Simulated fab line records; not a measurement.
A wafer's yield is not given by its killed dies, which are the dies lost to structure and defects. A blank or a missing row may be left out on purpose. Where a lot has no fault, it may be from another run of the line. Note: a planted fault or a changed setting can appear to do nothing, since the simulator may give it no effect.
Split-lot study -- flow n5_finfet -- 21 wafers read from 7 lots, route of 1938 steps

== THE SPLIT ==
At N5_PASSIVATION_PASS_ETCH_47 (etches SiNx in CF4/O2, target depth 770 nm, time 385 s), the setting time_s was moved away from the recipe's 385 s on 8 of the 21 wafers read, by -15.9% to +20.3%. For the rest of the wafers, this setting stayed at what the recipe calls for.

The reading comes from the split's own step.

== THE READING ==
etch.depth_nm (the simulator's own value, which no gauge read), in nm, at N5_PASSIVATION_PASS_ETCH_47 (etches SiNx in CF4/O2, target depth 770 nm, time 385 s). The file does not state a usual value for it. Here, 13 wafers ran the recipe; their average is 774.7 nm with a standard deviation of 26 nm.

wafer,"tool, chamber at the split","time_s as run, s",against the recipe,"etch.depth_nm, nm",against lot-mates on the recipe
L074.1,"rie_diel-01, 0",385,recipe,810.3,-
L074.3,"rie_diel-01, 1",323.8,-15.9%,630.8,-179.5
L074.5,"rie_diel-01, 1",323.8,-15.9%,634.5,-175.8
L077.1,"rie_diel-04, 1",385,recipe,733.8,-
L077.3,"rie_diel-04, 0",385,recipe,779.1,-
L077.6,"rie_diel-04, 1",334.1,-13.2%,638.4,-118.1
L079.1,"rie_diel-04, 2",385,recipe,793.3,-
L079.3,"rie_diel-04, 3",385,recipe,754.5,-
L079.6,"rie_diel-04, 2",385,recipe,799.3,-
L083.1,"rie_diel-06, 1",385,recipe,806.9,-
L083.5,"rie_diel-06, 2",385,recipe,790.5,-
L083.6,"rie_diel-06, 1",444.5,+15.5%,940.4,+141.7
L086.1,"rie_diel-04, 3",337.6,-12.3%,659.5,-104.0
L086.2,"rie_diel-04, 1",385,recipe,763.5,-
L086.3,"rie_diel-04, 0",337.6,-12.3%,698,-65.5
L087.1,"rie_diel-06, 3",385,recipe,755.8,-
L087.5,"rie_diel-06, 0",463.2,+20.3%,869.3,+113.5
L087.6,"rie_diel-06, 3",463.2,+20.3%,913.6,+157.8
L095.1,"rie_diel-01, 0",385,recipe,796,-
L095.3,"rie_diel-01, 2",385,recipe,731.8,-
L095.4,"rie_diel-01, 1",385,recipe,756.4,-

FIT RESULTS
A straight line over all 21 wafers: etch.depth_nm changes by +7.77 nm for each +1% of time_s; r = +0.94; the points scatter about the line by 30 nm.
The same after taking each lot's own level away (the mean of its wafers on the recipe; 21 wafers): +8.26 nm for each +1%; r = +0.96; scatter 26 nm.
The reading moves by 1.7e+02 nm for the largest change in time_s, on that fit.
From 755.80 to 810.30 nm: that is the span of the lots' own levels, equal to 2.1 times the standard deviation above.
Consequently the slope shifts little with the lot-to-lot level, the two slopes agreeing.
Check: with one of the wafers moved furthest among these (+20.3%) left out of the fit, the line predicts +180 nm for it against its lot-mates. It came out at +114 nm against them.

== ADDITIONAL SPLITS CARRIED BY THESE WAFERS ==
Other splits were also applied to these wafers ahead of the reading. Each is held against what the fit with the lots' levels taken away leaves over:
other split on the same wafers,wafers away from the commonest value,r with etch.depth_nm (lot level and that fit taken away)
N5_BEOL_M12_SPUTTER_43 power_w,7,+0.01
N5_BEOL_M12_SPUTTER_44 time_s,6,+0.39
N5_BEOL_M15_CMP_49 down_force_psi,5,-0.35
N5_MIM_BOT_SPUTTER_00 time_s,5,-0.03
N5_PASSIVATION_VIA_ETCH_13 bias_w,6,+0.11

== THE FILE'S OWN FIT ==
etch.depth_nm changes by +8.43 nm for each +1% of time_s, r = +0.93.
